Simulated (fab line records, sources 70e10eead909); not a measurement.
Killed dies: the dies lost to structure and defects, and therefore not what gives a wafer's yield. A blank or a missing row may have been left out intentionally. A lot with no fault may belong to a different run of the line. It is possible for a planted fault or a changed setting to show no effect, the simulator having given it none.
fab line records	flow nand_harc	part 1 of 2: steps 1 to 4 of 6
record lots=23	wafers=69	last_day=33
route steps=1302 shown A_CHANNEL_FILL_D2@628 A_STAIRCASE@675
lots with no fault: from the same line, run without faults
start_h: hours from the record's opening day to when the first of the lot's shown wafers began	wait_h: time in hours since the lot's previous step	" as in the row above	L1.1+2: one row covering several wafers at once	- either no value or no given start	* or withheld: withheld	< > ~ a bound
route shown NAME@n: NAME is a module with steps in the file, n the number in the route of the first one	usual: mean and standard deviation over wafers with no fault	same: alike in all rows	chamber/n: place in a boat	sites: readings site by site	_std_site: their standard deviation	_edge_site: the outer-site mean with the inner-site mean subtracted	radius_mm: how far each site lies from the wafer's centre	mask NAME#n: copy n	behind: the most recent tool/chamber to have shaped the wafer	hold: why the lot was held/for how many hours/how that ended	device: which transistor (n, p or np) failed to switch	end of line: the tests these same wafers got at the end of their route	a step given without rows: its recipe and nothing more	killed: the dies lost at the first sort to structure and to defects; this is not the yield of the wafer	map: dies across one wafer; x = killed, . = not, _ = none there
set.NAME: the setting that was run; set.NAME@STEP: the one run at that earlier step	model.NAME: the simulator's own value behind a step, which no gauge read
one table for each step of the route and one row for each wafer, over a sample of lots
services: a tool's chamber out of use, with start hour (start_h, from the record's first day; less than 0 if before it), hours out, and reason
## steps
# step NHARC_A_CHANNEL_FILL_D2_ETCHBACK_08
# recipe target_depth_a=2200	time_s=110	c4f8_flow_sccm=20	ar_flow_sccm=withheld	rf_w=600	bias_w=300	chemistry=C4F8
# usual oes_product_au=0.96/0.037	rf_vpp_V=439.8/2.7
lot.wafer	tool	chamber	start_h	wait_h	oes_product_au	rf_hours_counter_h	rf_vpp_V
L074.3	rie_diel-07	2	-	-	0.92	1.8	442.3
L074.2	"	3	"	"	0.92	1.8	442.4
L074.6	"	3	"	"	0.91	-	442.7
L075.1	rie_diel-11	0	-	-	0.93	1.9	441.0
L075.3	"	2	"	"	0.93	1.7	436.9
L075.6	"	0	"	"	0.93	-	440.7
L076.3	rie_diel-07	3	-	-	0.92	2.4	443.4
L076.6	"	0	"	"	0.91	-	439.4
L076.5	"	1	"	"	0.92	-	436.9
L077.1	rie_diel-04	2	-	-	1.00	2.1	440.4
L077.3	"	3	"	"	0.98	2.0	441.5
L077.5	"	2	"	"	1.00	-	440.5
L078.1	rie_diel-07	0	-	-	0.97	2.6	439.1
L078.2	"	3	"	"	0.95	2.5	443.9
L078.5	"	1	"	"	0.98	-	437.5
L079.3	rie_diel-07	2	-	-	0.93	2.6	443.6
L079.4	"	3	"	"	0.92	2.8	443.2
L079.1	"	1	"	"	0.91	2.0	436.0
L080.1	rie_diel-04	3	-	-	0.98	3.0	440.7
L080.3	"	2	"	"	1.00	3.1	440.7
L080.5	"	0	"	"	0.98	-	438.2
L082.1	rie_diel-07	0	-	-	1.01	3.7	439.9
L082.4	"	2	"	"	0.99	3.1	443.3
L082.5	"	0	"	"	0.99	-	438.6
L083.4	rie_diel-11	1	-	-	1.00	0.5	437.2
L083.5	"	1	"	"	0.99	-	437.5
L083.6	"	2	"	"	1.01	-	436.9
L084.2	rie_diel-07	3	-	-	0.99	4.3	444.9
L084.4	"	2	"	"	1.01	4.2	441.7
L084.5	"	0	"	"	1.00	-	440.1
L085.2	rie_diel-11	0	-	-	0.99	0.6	440.4
L085.1	"	1	"	"	1.00	0.6	436.6
L085.6	"	0	"	"	0.99	-	439.9
L086.4	rie_diel-11	2	-	-	1.00	0.5	435.9
L086.3	"	0	"	"	0.99	0.7	440.3
L086.2	"	1	"	"	0.99	0.7	436.3
L088.1	rie_diel-11	3	-	-	0.92	1.2	439.6
L088.3	"	1	"	"	0.92	1.5	435.8
L088.5	"	0	"	"	0.93	-	440.5
L087.1	rie_diel-07	0	-	-	0.99	0.4	438.6
L087.5	"	2	"	"	1.00	-	441.7
L087.6	"	3	"	"	1.00	-	443.7
L090.2	rie_diel-07	3	-	-	0.99	0.6	443.7
L090.1	"	0	"	"	1.00	0.7	439.1
L090.6	"	3	"	"	0.99	-	442.0
L089.3	rie_diel-11	0	-	-	0.92	1.5	438.4
L089.6	"	2	"	"	0.93	-	435.8
L089.5	"	3	"	"	0.92	-	440.4
L091.2	rie_diel-07	0	-	-	0.94	0.7	439.1
L091.4	"	1	"	"	0.92	0.7	435.6
L091.5	"	2	"	"	0.91	-	443.5
L092.2	rie_diel-11	0	-	-	0.92	2.0	440.2
L092.5	"	2	"	"	0.93	-	437.0
L092.6	"	3	"	"	0.93	-	438.2
L093.1	rie_diel-07	1	-	-	0.99	1.5	435.1
L093.6	"	3	"	"	0.97	-	442.8
L093.5	"	0	"	"	1.00	-	438.0
L094.3	rie_diel-11	2	-	-	0.99	2.2	437.8
L094.1	"	0	"	"	1.00	2.2	441.5
L094.6	"	1	"	"	0.98	-	438.0
L095.2	rie_diel-07	2	-	-	0.92	2.3	443.1
L095.3	"	3	"	"	0.91	2.6	443.4
L095.1	"	0	"	"	0.92	2.5	438.7
L097.1	rie_diel-11	0	-	-	0.91	2.5	441.5
L097.3	"	2	"	"	0.92	2.5	436.5
L097.2	"	3	"	"	0.92	2.3	437.2
L096.2	rie_diel-04	0	-	-	1.00	5.3	437.5
L096.1	"	1	"	"	0.98	5.3	445.9
L096.6	"	3	"	"	1.00	-	438.8
# step NHARC_A_CHANNEL_FILL_D2_STRIP_29
# recipe time_s=20	o2_flow_sccm=500	ar_flow_sccm=0	bias_w=0	chemistry=O2
# usual drypump_motor_current_A=5.4/0.54	oes_product_au=0.997/0.0087	rf_vpp_V=57.6/0.82	showerhead_plenum_p_Torr=3.47/0.14	throttle_valve_pct=17.036/0.0095
# same bias_w=0
lot.wafer	tool	chamber	start_h	wait_h	drypump_motor_current_A	oes_product_au	rf_hours_counter_h	rf_vpp_V	showerhead_plenum_p_Torr	throttle_valve_pct
L075.3	rie_diel-11	2	-	-	5.6	1.001	1.8	56.4	3.31	17.047
L075.1	"	3	"	"	5.9	1.001	2.0	58.1	3.42	17.028
L075.6	"	1	"	"	5.3	0.990	-	56.2	3.33	17.037
L074.3	rie_diel-07	3	346.19	0.2	5.1	0.987	1.9	59.2	3.66	17.049
L074.2	"	0	"	"	4.8	1.002	2.0	58.4	3.43	17.029
L074.6	"	3	"	"	5.1	0.994	-	58.6	3.66	17.028
L076.3	rie_diel-07	0	369.86	0.1	4.8	0.983	2.5	57.8	3.43	17.021
L076.5	"	0	"	"	4.8	0.991	-	56.8	3.42	17.033
L076.6	"	1	"	"	4.9	0.993	-	56.8	3.30	17.058
L077.3	rie_diel-04	1	-	-	6.5	0.999	1.6	59.3	3.81	17.032
L077.1	"	2	"	"	6.4	1.005	2.2	58.3	3.51	17.038
L077.5	"	3	"	"	6.5	0.998	-	58.1	3.47	17.028
L078.1	rie_diel-07	0	-	-	4.8	1.006	2.6	57.0	3.43	17.047
L078.2	"	1	"	"	4.9	0.986	1.8	56.7	3.30	17.040
L078.5	"	3	"	"	5.1	0.982	-	56.4	3.66	17.028
L079.3	rie_diel-07	0	-	-	4.8	0.999	2.9	58.4	3.43	17.039
L079.1	"	1	"	"	4.9	0.989	2.0	58.1	3.30	17.039
L079.4	"	2	"	"	6.1	0.983	2.6	57.6	3.62	17.034
L080.3	rie_diel-04	2	-	-	6.4	0.990	3.1	57.8	3.51	17.038
L080.1	"	1	"	"	6.5	1.003	3.0	57.9	3.81	17.027
L080.5	"	2	"	"	6.4	0.992	-	57.6	3.51	17.049
L082.4	rie_diel-07	1	-	-	4.9	0.999	2.7	58.9	3.30	17.049
L082.1	"	3	"	"	5.1	0.988	3.5	57.3	3.66	17.024
L082.5	"	1	"	"	4.9	0.996	-	57.4	3.30	17.033
L083.4	rie_diel-11	3	-	-	5.9	1.008	0.3	58.4	3.42	17.042
L083.5	"	2	"	"	5.6	1.005	-	56.6	3.31	17.062
L083.6	"	3	"	"	5.9	1.006	-	57.8	3.42	17.027
L084.4	rie_diel-07	3	-	-	5.1	0.981	4.3	58.1	3.66	17.048
L084.2	"	1	"	"	4.9	0.992	3.8	57.0	3.30	17.033
L084.5	"	3	"	"	5.1	0.987	-	58.4	3.66	17.038
L085.2	rie_diel-11	2	-	-	5.6	1.001	0.4	57.2	3.31	17.052
L085.1	"	3	"	"	5.9	1.003	0.4	58.1	3.42	17.042
L085.6	"	2	"	"	5.6	1.003	-	58.5	3.31	17.036
L086.2	rie_diel-11	2	-	-	5.6	1.009	0.6	56.7	3.31	17.025
L086.3	"	0	"	"	5.2	1.000	0.8	58.3	3.51	17.036
L086.4	"	1	"	"	5.3	1.004	0.8	56.6	3.33	17.040
L088.3	rie_diel-11	1	-	-	5.3	1.002	1.5	57.7	3.33	17.032
L088.1	"	2	"	"	5.6	1.013	1.4	57.9	3.31	17.037
L088.5	"	0	"	"	5.2	1.000	-	57.7	3.51	17.026
L087.1	rie_diel-07	2	-	-	6.1	1.015	0.5	58.8	3.62	17.032
L087.5	"	1	"	"	4.9	1.006	-	56.0	3.30	17.042
L087.6	"	2	"	"	6.1	1.009	-	58.4	3.62	17.021
L090.2	rie_diel-07	2	-	-	6.1	0.993	0.7	58.2	3.62	17.034
L090.1	"	3	"	"	5.1	0.982	0.7	60.2	3.66	17.051
L090.6	"	1	"	"	4.9	0.995	-	56.7	3.30	17.035
L089.3	rie_diel-11	0	-	-	5.2	0.986	1.6	56.7	3.51	17.030
L089.6	"	1	"	"	5.3	0.985	-	57.4	3.33	17.041
L089.5	"	2	"	"	5.6	1.004	-	58.5	3.31	17.042
L091.4	rie_diel-07	0	-	-	4.8	1.001	0.8	58.3	3.42	17.046
L091.2	"	2	"	"	6.1	0.998	0.7	57.5	3.62	17.035
L091.5	"	3	"	"	5.1	0.989	-	57.9	3.66	17.051
L092.2	rie_diel-11	0	-	-	5.3	1.003	2.0	59.8	3.51	17.043
L092.5	"	3	"	"	5.9	0.999	-	58.0	3.42	17.042
L092.6	"	0	"	"	5.2	0.994	-	57.8	3.51	17.042
L093.1	rie_diel-07	2	-	-	6.1	1.010	1.6	59.0	3.62	17.033
L093.6	"	2	"	"	6.1	1.002	-	57.3	3.62	17.030
L093.5	"	3	"	"	5.0	0.974	-	57.4	3.66	17.015
L094.3	rie_diel-11	2	556.55	0.1	5.6	1.003	2.3	57.7	3.31	17.035
L094.1	"	0	"	"	5.2	0.988	2.3	57.6	3.51	17.034
L094.6	"	1	"	"	5.3	1.010	-	57.0	3.33	17.029
L095.2	rie_diel-07	2	-	-	6.1	0.993	2.3	58.3	3.62	17.039
L095.1	"	3	"	"	5.1	0.991	2.6	59.3	3.66	17.042
L095.3	"	1	"	"	4.9	0.989	2.2	57.3	3.30	17.044
L097.2	rie_diel-11	1	-	-	5.3	0.989	2.5	57.2	3.33	17.029
L097.3	"	2	"	"	5.6	1.007	2.5	57.6	3.31	17.036
L097.1	"	0	"	"	5.2	0.999	2.5	56.6	3.51	17.017
L096.1	rie_diel-04	0	-	-	4.8	0.994	5.3	57.0	3.39	17.044
L096.2	"	2	"	"	6.4	0.996	4.7	57.6	3.50	17.044
L096.6	"	1	"	"	6.5	0.986	-	56.8	3.79	17.022
# step NHARC_A_STAIRCASE_ETCH_19
# recipe target_depth_a=1000	time_s=40.5	ion_energy_ev=400	c4f8_flow_sccm=20	o2_flow_sccm=10	ar_flow_sccm=withheld	rf_w=600	bias_w=1000	chemistry=C4F8/O2
# usual bias_w=999.8/2.8	oes_product_au=0.942/0.011	rf_vpp_V=895/4.6
lot.wafer	tool	chamber	start_h	wait_h	bias_w	oes_product_au	rf_hours_counter_h	rf_vpp_V
L075.3	rie_diel-12	1	-	-	996.3	0.946	22	897
L075.1	"	2	"	"	1001.2	0.944	28	897
L075.6	"	1	"	"	1000.3	0.951	-	897
L074.3	rie_diel-05	1	-	-	1001.0	0.930	44	889
L074.2	"	3	"	"	1002.3	0.942	37	900
L074.6	"	1	"	"	1003.3	0.936	-	886
L076.3	rie_diel-12	2	-	-	998.8	0.951	34	897
L076.6	"	1	"	"	1001.3	0.934	-	897
L076.5	"	2	"	"	999.5	0.952	-	898
L077.3	rie_diel-03	0	-	-	998.1	0.943	30	900
L077.1	"	1	"	"	999.2	0.949	32	897
L077.5	"	2	"	"	998.9	0.945	-	898
L078.2	rie_diel-03	1	-	-	999.8	0.951	34	898
L078.1	"	2	"	"	1001.3	0.949	33	897
L078.5	"	2	"	"	998.1	0.942	-	896
L079.4	rie_diel-12	0	-	-	1002.9	0.941	37	891
L079.3	"	1	"	"	1005.6	0.933	35	897
L079.1	"	3	"	"	999.2	0.922	44	888
L080.1	rie_diel-12	0	-	-	1000.8	0.950	39	892
L080.3	"	1	"	"	997.1	0.931	36	897
L080.5	"	0	"	"	999.6	0.941	-	891
L082.4	rie_diel-05	0	-	-	994.8	0.972	7	895
L082.1	"	2	"	"	1002.0	0.953	8	896
L082.5	"	0	"	"	997.1	0.973	-	895
L083.4	rie_diel-05	3	-	-	1000.6	0.942	8	899
L083.6	"	0	"	"	996.5	0.953	-	895
L083.5	"	1	"	"	1005.1	0.960	-	889
L085.2	rie_diel-05	0	-	-	1000.7	0.950	11	895
L085.1	"	1	"	"	1000.2	0.945	13	888
L085.6	"	3	"	"	1004.5	0.926	-	898
L084.2	rie_diel-12	1	-	-	996.2	0.954	1	896
L084.4	"	3	"	"	998.2	0.941	0	889
L084.5	"	0	"	"	995.5	0.957	-	891
L086.3	rie_diel-05	3	-	-	1001.5	0.928	13	901
L086.2	"	0	"	"	999.6	0.932	16	895
L086.4	"	0	"	"	1001.6	0.943	-	893
L088.1	rie_diel-12	1	-	-	999.5	0.940	17	897
L088.3	"	3	"	"	1004.3	0.953	19	887
L088.5	"	3	"	"	1001.7	0.945	-	888
L087.1	rie_diel-03	1	-	-	1000.2	0.939	10	897
L087.5	"	1	"	"	998.1	0.926	-	896
L087.6	"	2	"	"	996.9	0.942	-	895
L090.2	rie_diel-03	0	-	-	995.8	0.959	13	901
L090.1	"	2	"	"	998.1	0.947	14	895
L090.6	"	3	"	"	1001.7	0.944	-	904
L089.3	rie_diel-05	1	-	-	1006.9	0.936	34	888
L089.6	"	2	"	"	1001.0	0.932	-	893
L089.5	"	3	"	"	999.9	0.939	-	900
L091.2	rie_diel-05	0	-	-	996.3	0.949	33	895
L091.4	"	2	"	"	994.5	0.937	26	896
L091.5	"	0	"	"	1000.7	0.957	-	895
L093.1	rie_diel-12	1	-	-	996.3	0.943	32	898
L093.6	"	3	"	"	996.8	0.930	-	888
L093.5	"	0	"	"	1001.8	0.933	-	891
L092.2	rie_diel-03	3	-	-	994.3	0.961	27	905
L092.6	"	1	"	"	996.2	0.935	-	897
L092.5	"	2	"	"	996.1	0.948	-	896
L094.1	rie_diel-03	1	-	-	998.7	0.928	26	896
L094.3	"	3	"	"	1001.7	0.950	31	904
L094.6	"	1	"	"	1001.0	0.934	-	898
L095.2	rie_diel-03	3	-	-	1000.0	0.935	31	904
L095.1	"	0	"	"	1005.2	0.941	31	900
L095.3	"	1	"	"	1000.6	0.941	27	898
L097.2	rie_diel-05	3	-	-	999.7	0.924	51	899
L097.3	"	1	"	"	1002.6	0.926	54	886
L097.1	"	2	"	"	1002.3	0.931	47	893
L096.2	rie_diel-05	0	-	-	1002.9	0.940	48	892
L096.1	"	1	"	"	1001.2	0.916	55	887
L096.6	"	1	"	"	1000.3	0.918	-	886
# step NHARC_A_STAIRCASE_TRIM_22
# recipe time_s=211.2	o2_flow_sccm=500	ar_flow_sccm=0	bias_w=0	chemistry=O2
# usual drypump_motor_current_A=5.9/0.37	oes_product_au=0.999/0.0096	rf_vpp_V=57.8/0.85	showerhead_plenum_p_Torr=3.48/0.12	throttle_valve_pct=17.036/0.0084
# same bias_w=0
lot.wafer	tool	chamber	start_h	wait_h	drypump_motor_current_A	oes_product_au	rf_hours_counter_h	rf_vpp_V	showerhead_plenum_p_Torr	throttle_valve_pct
L075.3	rie_diel-12	0	-	-	6.2	1.018	19	57.9	3.42	17.033
L075.1	"	1	"	"	6.2	0.995	22	58.3	3.56	17.035
L075.6	"	0	"	"	6.2	1.011	-	57.1	3.42	17.030
L074.3	rie_diel-05	3	-	-	5.7	0.983	37	57.2	3.64	17.051
L074.2	"	0	"	"	5.7	0.990	38	57.7	3.50	17.035
L074.6	"	2	"	"	5.4	0.980	-	57.6	3.52	17.029
L076.3	rie_diel-05	2	-	-	5.4	0.979	48	57.0	3.52	17.028
L076.5	"	1	"	"	6.1	1.000	-	58.3	3.32	17.039
L076.6	"	2	"	"	5.4	0.998	-	57.4	3.52	17.030
L077.1	rie_diel-12	2	-	-	5.6	0.999	35	57.1	3.56	17.037
L077.3	"	3	"	"	6.1	0.994	38	57.6	3.34	17.047
L077.5	"	1	"	"	6.2	0.992	-	58.7	3.56	17.034
L078.1	rie_diel-05	0	-	-	5.7	0.998	48	57.5	3.50	17.034
L078.2	"	2	"	"	5.4	1.001	51	58.4	3.52	17.016
L078.5	"	2	"	"	5.4	0.994	-	57.2	3.52	17.040
L079.4	rie_diel-12	2	-	-	5.6	0.997	42	59.4	3.56	17.025
L079.3	"	3	"	"	6.1	0.984	44	57.7	3.33	17.045
L079.1	"	0	"	"	6.2	1.013	37	57.4	3.41	17.032
L080.1	rie_diel-03	1	-	-	5.7	0.988	40	56.7	3.58	17.046
L080.3	"	2	"	"	4.9	1.004	38	57.5	3.53	17.037
L080.5	"	3	"	"	5.9	0.992	-	57.4	3.28	17.027
L082.4	rie_diel-12	2	-	-	5.6	0.997	55	59.2	3.55	17.029
L082.1	"	0	"	"	6.2	1.012	53	57.4	3.40	17.038
L082.5	"	2	"	"	5.7	1.012	-	57.8	3.55	17.041
L083.6	rie_diel-03	1	-	-	5.7	1.001	-	58.3	3.57	17.028
L083.5	"	3	"	"	5.9	0.989	-	57.5	3.27	17.027
L083.4	"	0	"	"	6.5	1.003	-	59.0	3.64	17.028
L085.2	rie_diel-05	3	-	-	5.7	0.993	9	57.2	3.63	17.033
L085.1	"	1	"	"	6.2	0.994	13	56.8	3.31	17.043
L085.6	"	0	"	"	5.7	1.018	-	56.9	3.49	17.044
L084.2	rie_diel-12	2	-	-	5.6	0.981	4	57.2	3.55	17.024
L084.4	"	1	"	"	6.2	1.008	5	58.4	3.55	17.033
L084.5	"	3	"	"	6.1	1.007	-	56.3	3.32	17.033
L086.3	rie_diel-03	1	-	-	5.7	0.999	0	58.2	3.57	17.043
L086.4	"	2	"	"	5.0	1.015	0	57.0	3.53	17.036
L086.2	"	0	"	"	6.6	1.015	0	58.4	3.64	17.056
L088.1	rie_diel-12	3	-	-	6.1	0.996	19	56.5	3.31	17.048
L088.3	"	2	"	"	5.6	0.979	17	56.6	3.54	17.039
L088.5	"	3	"	"	6.1	0.991	-	56.4	3.31	17.031
L087.1	rie_diel-12	1	-	-	6.2	0.989	18	58.4	3.54	17.038
L087.6	"	3	"	"	6.1	1.010	-	58.4	3.31	17.027
L087.5	"	1	"	"	6.2	1.004	-	58.2	3.54	17.022
L090.2	rie_diel-12	2	-	-	5.6	0.997	22	57.4	3.54	17.032
L090.1	"	1	"	"	6.2	1.000	22	58.3	3.54	17.028
L090.6	"	3	"	"	6.1	1.001	-	57.3	3.31	17.031
L089.3	rie_diel-05	3	-	-	5.7	0.992	28	59.2	3.61	17.017
L089.5	"	1	"	"	6.1	0.990	-	57.0	3.30	17.027
L089.6	"	2	"	"	5.4	0.987	-	57.9	3.50	17.040
L091.2	rie_diel-05	2	-	-	5.4	0.993	26	57.1	3.50	17.044
L091.4	"	0	"	"	5.7	1.010	33	57.8	3.48	17.025
L091.5	"	2	"	"	5.4	0.994	-	58.3	3.50	17.026
L092.2	rie_diel-03	2	-	-	5.0	1.015	32	57.9	3.51	17.040
L092.5	"	0	"	"	6.5	1.013	-	57.3	3.62	17.033
L092.6	"	1	"	"	5.7	1.001	-	58.5	3.56	17.047
L093.1	rie_diel-12	1	-	-	6.2	1.017	33	59.1	3.53	17.027
L093.6	"	0	"	"	6.2	1.009	-	58.7	3.38	17.030
L093.5	"	1	"	"	6.2	1.012	-	58.6	3.53	17.037
L094.3	rie_diel-05	1	-	-	6.2	0.999	50	58.0	3.29	17.042
L094.1	"	0	"	"	5.7	1.011	42	58.6	3.47	17.054
L094.6	"	1	"	"	6.2	1.000	-	56.8	3.29	17.026
L095.1	rie_diel-12	0	-	-	6.2	0.999	38	56.6	3.38	17.024
L095.3	"	2	"	"	5.6	0.994	35	57.0	3.53	17.040
L095.2	"	3	"	"	6.1	1.015	39	56.4	3.30	17.032
L097.2	rie_diel-05	0	-	-	5.7	1.009	48	58.0	3.47	17.029
L097.3	"	2	"	"	5.4	0.995	47	59.4	3.49	17.039
L097.1	"	3	"	"	5.8	0.991	51	56.8	3.60	17.039
L096.1	rie_diel-03	0	-	-	6.5	1.006	38	58.4	3.61	17.039
L096.2	"	2	"	"	5.0	1.003	41	58.0	3.50	17.045
L096.6	"	3	"	"	5.9	1.012	-	58.3	3.79	17.044
